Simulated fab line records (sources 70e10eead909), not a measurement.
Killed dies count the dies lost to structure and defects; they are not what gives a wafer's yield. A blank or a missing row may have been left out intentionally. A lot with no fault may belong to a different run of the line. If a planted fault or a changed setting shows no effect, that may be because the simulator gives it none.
Problem report, 8D (eight disciplines) form, completed by code | flow nandHarc | the parts of the form that need people (team, actions taken, sign-off) are left out

== 1. WHAT WENT WRONG ==
NHARC_A_DECK1_JOINT_ETCHBACK_00, runLengthS: mean 34.8 s over 1 wafer from 1 lot; wafers with no fault: 38.7 s, standard deviation 0.46. Relative to the usual mean, that is a shift of -8.5 standard deviations.
The step: etches the open film in HBr, target depth 30 nm, time 17.4 s.
Seen first at day 17 06:08 on rieSi-04, wafer L868.3. Wafers with a number at this step in the record: 36, from 12 lots. Rule for "out" (also "out of limits"): further than 4 standard deviations from the usual mean. The rest of the wafers with a number are treated as sound.

== 2. WHAT IT IS, AND WHAT IT ISN'T ==
question                    | is                | is not
which readings at this step | runLengthS        | drypumpMotorCurrentA, hbrFlowSccm, oesProductAu
which lots                  | L868              | L855, L856, L857, L858, L860, L865, L871, L873, L874, L876, L877
which wafers of those lots  | L868.3            | L868.5, L868.6
read on which tools         | rieSi-04          | rieSi-03, rieSi-05
when                        | from day 17 06:08 | up to then (20 sound wafers); but 15 sound wafers of L871, L873, L874, L876, L877 came after

== 3. WHAT RULES OUT EACH SUSPECT ==
Counting: a tool at a process step up to the reading stays a suspect if it ran every lot that is out. Sound lots after the first of them don't rule it out here, since some wafers of a struck lot are sound.
- pecvd-04 at NHARC_A_CHANNEL_HOLE_D1_DEP_01 (deposits SiON, target thk 140 nm): kept. It ran the lot that is out, L868 (day 14 11:46).
- aldHk-04 at NHARC_A_CHANNEL_FILL_D1_ALD_25 (deposits SiOx, target thk 60 nm, pulse time 10 s, ald cycles 600): kept. The lot that is out, L868, ran on it at day 16 08:23; the last sound lot it ran before that was L857, at day 11 09:37.
- rieSi-04 at NHARC_A_DECK1_JOINT_ETCHBACK_00 (etches the open film in HBr, target depth 30 nm, time 17.4 s): kept. The lot that is out, L868, ran on it at day 17 06:08; the last sound lot it ran before that was L860, at day 13 14:41. Out on those wafers are its own readings of runLengthS.
- At NHARC_A_DECK1_JOINT_ETCHBACK_00, inside rieSi-04: chamber 0 took the wafers that are out, while their sound lot-mates went through chambers 1, 2.
pecvd-04 at NHARC_A_CHANNEL_HOLE_D1_DEP_01, aldHk-04 at NHARC_A_CHANNEL_FILL_D1_ALD_25 and rieSi-04 at NHARC_A_DECK1_JOINT_ETCHBACK_00 are what is left after counting.

== 4. THE CAUSE (what the simulator had put in) ==
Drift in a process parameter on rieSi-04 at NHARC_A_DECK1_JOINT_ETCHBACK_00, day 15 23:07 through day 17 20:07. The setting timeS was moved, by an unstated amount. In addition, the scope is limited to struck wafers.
This tool is one of the 3 suspects left after counting.

== 5. SEQUENCE OF EFFECTS, ordered by route ==
Each row: a reading where the mean over the struck wafers with a number is more than 3 standard deviations away from the usual. Only readings whose record carries a usual standard deviation are examined. hours: median over the lots of the time between each lot's start at the first step of this table that gives one and its start at this step. sigmas: the change, counted in usual standard deviations.
hours | step                            | reading    | usual  | on struck wafers | change | sigmas
0     | NHARC_A_DECK1_JOINT_ETCHBACK_00 | runLengthS | 38.7 s | 34.8             | -3.9   | -8.5
It contains these process steps:
- NHARC_A_DECK1_JOINT_ETCHBACK_00: etches the open film in HBr, target depth 30 nm, time 17.4 s.
At these later measuring or inspecting steps, every struck wafer for which the step has a row has a number for every such reading, and none has moved that far: NHARC_A_ONON_D2_THK_MEAS_24.

== 6. WHAT WOULD HAVE CAUGHT IT SOONER ==
31 hours passed between the start of the fault at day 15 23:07 and the first reading out of limits in this record, taken at day 17 06:08.
